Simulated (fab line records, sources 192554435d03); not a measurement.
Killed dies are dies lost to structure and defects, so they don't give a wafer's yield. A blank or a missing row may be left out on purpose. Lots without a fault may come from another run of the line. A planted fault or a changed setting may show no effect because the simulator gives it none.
Split-lot experiment | flow n5_finfet | 7 lots, 39 wafers read, on a route of 1938 steps

THE SPLIT
At N5_BEOL_M14_DEP_53 (deposits SiCN from 3MS/NH3, target thk 50 nm, time 17.8 s), the setting time_s was moved away from the recipe's 17.8 s on 9 of the 39 wafers read, by +15.2% to +59.3%. The other wafers ran this setting at the recipe's value.

The reading is taken at the split's own step.

THE READING
SiCN_of_BEOL_M14_DEP_53.thk_nm (the simulator's own value, which no gauge read), in nm, at N5_BEOL_M14_DEP_53 (deposits SiCN from 3MS/NH3, target thk 50 nm, time 17.8 s). The file gives no usual value for it. The 30 wafers here that ran the recipe average 50.1 nm, standard deviation 0.61 nm.

wafer  | tool, chamber at the split | time_s as run, s | against the recipe | SiCN_of_BEOL_M14_DEP_53.thk_nm, nm | against lot-mates on the recipe
L074.1 | pecvd-01, 1                | 17.8             | recipe             | 49.4                               | -
L074.2 | pecvd-01, 0                | 17.8             | recipe             | 49                                 | -
L074.3 | pecvd-01, 2                | 17.8             | recipe             | 49.6                               | -
L074.4 | pecvd-01, 1                | 17.8             | recipe             | 49.2                               | -
L074.5 | pecvd-01, 2                | 17.8             | recipe             | 49.8                               | -
L074.6 | pecvd-01, 0                | 17.8             | recipe             | 50                                 | -
L079.2 | pecvd-01, 2                | 17.8             | recipe             | 49                                 | -
L079.5 | pecvd-01, 0                | 17.8             | recipe             | 49.2                               | -
L079.6 | pecvd-01, 1                | 17.8             | recipe             | 49.6                               | -
L086.1 | pecvd-04, 0                | 17.8             | recipe             | 50.8                               | -
L086.2 | pecvd-04, 2                | 17.8             | recipe             | 49.8                               | -
L086.3 | pecvd-04, 1                | 20.51            | +15.2%             | 57                                 | +6.6
L086.4 | pecvd-04, 0                | 20.51            | +15.2%             | 58.4                               | +8.0
L086.5 | pecvd-04, 2                | 20.51            | +15.2%             | 58                                 | +7.6
L086.6 | pecvd-04, 1                | 17.8             | recipe             | 50.6                               | -
L091.1 | pecvd-02, 0,1              | 17.8             | recipe             | 50.6                               | -
L091.5 | pecvd-02, 0,1              | 17.8             | recipe             | 50.6                               | -
L091.2 | pecvd-02, 1                | 17.8             | recipe             | 50.2                               | -
L091.3 | pecvd-02, 2                | 17.8             | recipe             | 50.4                               | -
L091.4 | pecvd-02, 2                | 17.8             | recipe             | 51                                 | -
L091.6 | pecvd-02, 0                | 17.8             | recipe             | 50.8                               | -
L092.1 | pecvd-04, 0                | 17.8             | recipe             | 50                                 | -
L092.2 | pecvd-04, 1                | 17.8             | recipe             | 49.8                               | -
L092.3 | pecvd-04, 2,1              | 17.8             | recipe             | 50.4                               | -
L092.4 | pecvd-04, 2,1              | 17.8             | recipe             | 50.4                               | -
L092.5 | pecvd-04, 0                | 17.8             | recipe             | 51.2                               | -
L092.6 | pecvd-04, 2                | 17.8             | recipe             | 51                                 | -
L090.1 | pecvd-02, 1                | 17.8             | recipe             | 49.8                               | -
L090.2 | pecvd-02, 0                | 17.8             | recipe             | 50.2                               | -
L090.3 | pecvd-02, 2                | 23.02            | +29.3%             | 64.6                               | +14.5
L090.4 | pecvd-02, 2                | 23.02            | +29.3%             | 65.6                               | +15.5
L090.5 | pecvd-02, 0                | 23.02            | +29.3%             | 65.2                               | +15.1
L090.6 | pecvd-02, 1                | 17.8             | recipe             | 50.4                               | -
L093.1 | pecvd-02, 1,2              | 28.35            | +59.3%             | 78.6                               | +28.2
L093.3 | pecvd-02, 1,2              | 28.35            | +59.3%             | 78.6                               | +28.2
L093.2 | pecvd-02, 0                | 17.8             | recipe             | 49.8                               | -
L093.4 | pecvd-02, 2                | 28.35            | +59.3%             | 80                                 | +29.6
L093.5 | pecvd-02, 0                | 17.8             | recipe             | 50.6                               | -
L093.6 | pecvd-02, 1                | 17.8             | recipe             | 50.8                               | -
Where a row lists several chambers, the file gives one row for several wafers and doesn't say which wafer went through which chamber.

THE FIT
A straight line over all 39 wafers: SiCN_of_BEOL_M14_DEP_53.thk_nm changes by +0.492 nm for each +1% of time_s; r = +1.00; the points scatter about the line by 0.64 nm.
The same after taking each lot's own level away (the mean of its wafers on the recipe; 39 wafers): +0.488 nm for each +1%; r = +1.00; scatter 0.48 nm.
On that fit, the largest move of time_s shifts the reading by 29 nm.
The lots' own levels span 49.27 to 50.60 nm, that is 2.2 times the standard deviation above.
So the lot-to-lot level changes the slope little: the two slopes agree.
Check: with one of the wafers moved furthest among these (+59.3%) left out of the fit, the line predicts +29.2 nm for it against its lot-mates. It came out at +28.2 nm against them.

OTHER SPLITS ON THESE WAFERS
These wafers also went through other splits before the reading. Each is held against what the fit with the lots' levels taken away leaves over:
other split on the same wafers         | wafers away from the commonest value | r with SiCN_of_BEOL_M14_DEP_53.thk_nm (lot level and that fit taken away)
N5_BEOL_M7_ILD_DEP_00 time_s           | 15                                   | -0.05
N5_BEOL_M9_ETCH_66 time_s              | 15                                   | -0.06
N5_BEOL_M11_VIA_ETCH_34 target_depth_a | 12                                   | +0.03

THE FILE'S OWN FIT
SiCN_of_BEOL_M14_DEP_53.thk_nm changes by +0.489 nm for each +1% of time_s, r = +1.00.
